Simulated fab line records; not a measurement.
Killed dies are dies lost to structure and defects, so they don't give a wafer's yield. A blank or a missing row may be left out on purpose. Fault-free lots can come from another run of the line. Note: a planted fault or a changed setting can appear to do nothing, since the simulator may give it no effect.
Matching of chambers | flow n5_finfet | 4 sister chambers for N5_SD_EPI_P_ETCH_16 on rie_diel-03
The step etches SiO2 in CHF3/O2, target depth 5 nm. 20 wafers are shown with their chamber, then 10 later ones without.

WAFERS WITH THEIR CHAMBER
wafer  | chamber | showerhead_plenum_p_Torr (Torr) | drypump_motor_current_A (A) | throttle_valve_pct (%)
L074.2 | 3       | 2.47                            | 6.4                         | 18.78
L074.5 | 1       | 2.50                            | 5.8                         | 18.93
L074.6 | 2       | 2.37                            | 5.7                         | 18.76
L077.1 | 0       | 2.49                            | 6.2                         | 19.20
L077.2 | 2       | 2.37                            | 5.7                         | 18.77
L077.5 | 0       | 2.49                            | 6.2                         | 19.22
L081.2 | 1       | 2.50                            | 5.8                         | 18.96
L081.5 | 0       | 2.49                            | 6.2                         | 19.21
L081.6 | 3       | 2.47                            | 6.3                         | 18.79
L083.1 | 3       | 2.47                            | 6.3                         | 18.80
L083.3 | 1       | 2.49                            | 5.7                         | 18.97
L083.4 | 1       | 2.49                            | 5.7                         | 18.98
L087.1 | 1       | 2.49                            | 5.7                         | 18.99
L087.4 | 1       | 2.49                            | 5.7                         | 18.98
L087.5 | 0       | 2.48                            | 6.2                         | 19.24
L090.2 | 3       | 2.46                            | 6.3                         | 18.84
L090.4 | 1       | 2.49                            | 5.8                         | 18.99
L090.6 | 0       | 2.48                            | 6.2                         | 19.24
L091.1 | 0       | 2.48                            | 6.2                         | 19.26
L091.5 | 0       | 2.48                            | 6.2                         | 19.24

SIGNATURES, as means of the wafers listed above
reading                  | chamber 0 | chamber 1 | chamber 2 | chamber 3 | scatter within a chamber
showerhead_plenum_p_Torr | 2.4843    | 2.4929    | 2.3700    | 2.4675    | 0.00493
drypump_motor_current_A  | 6.200     | 5.743     | 5.700     | 6.325     | 0.0392
throttle_valve_pct       | 19.2300   | 18.9714   | 18.7650   | 18.8025   | 0.0215
Rule: a wafer lies at a distance from a chamber equal to the root of the sum of squares, over the readings, of (its reading less the chamber's mean, divided by the reading's scatter). The wafer belongs to the nearest chamber; if the next one is less than 2 further off, it can't be placed. The scatter: the root of (the sum of the squares of (reading less its chamber's mean) over the shown wafers, divided by (wafers less chambers)).

WAFERS WHOSE CHAMBER IS MISSING
wafer  | showerhead_plenum_p_Torr (Torr) | drypump_motor_current_A (A) | throttle_valve_pct (%)
L091.6 | 2.46                            | 6.3                         | 18.84
L093.2 | 2.37                            | 5.7                         | 18.78
L093.4 | 2.37                            | 5.7                         | 18.80
L093.5 | 2.47                            | 6.2                         | 19.27
L094.2 | 2.37                            | 5.7                         | 18.79
L094.4 | 2.37                            | 5.7                         | 18.80
L094.6 | 2.47                            | 6.2                         | 19.27
L095.1 | 2.47                            | 6.2                         | 19.26
L095.4 | 2.47                            | 6.2                         | 19.28
L095.5 | 2.37                            | 5.7                         | 18.81

CHAMBER TAKEN BY EACH
wafer  | from the rows above | in truth
L091.6 | 3                   | 3
L093.2 | 2                   | 2
L093.4 | 2                   | 2
L093.5 | 0                   | 0
L094.2 | 2                   | 2
L094.4 | 2                   | 2
L094.6 | 0                   | 0
L095.1 | 0                   | 0
L095.4 | 0                   | 0
L095.5 | 2                   | 2
Correct placement for 10 of the 10. Number that these rows cannot place: 0. 0 placed wrongly.
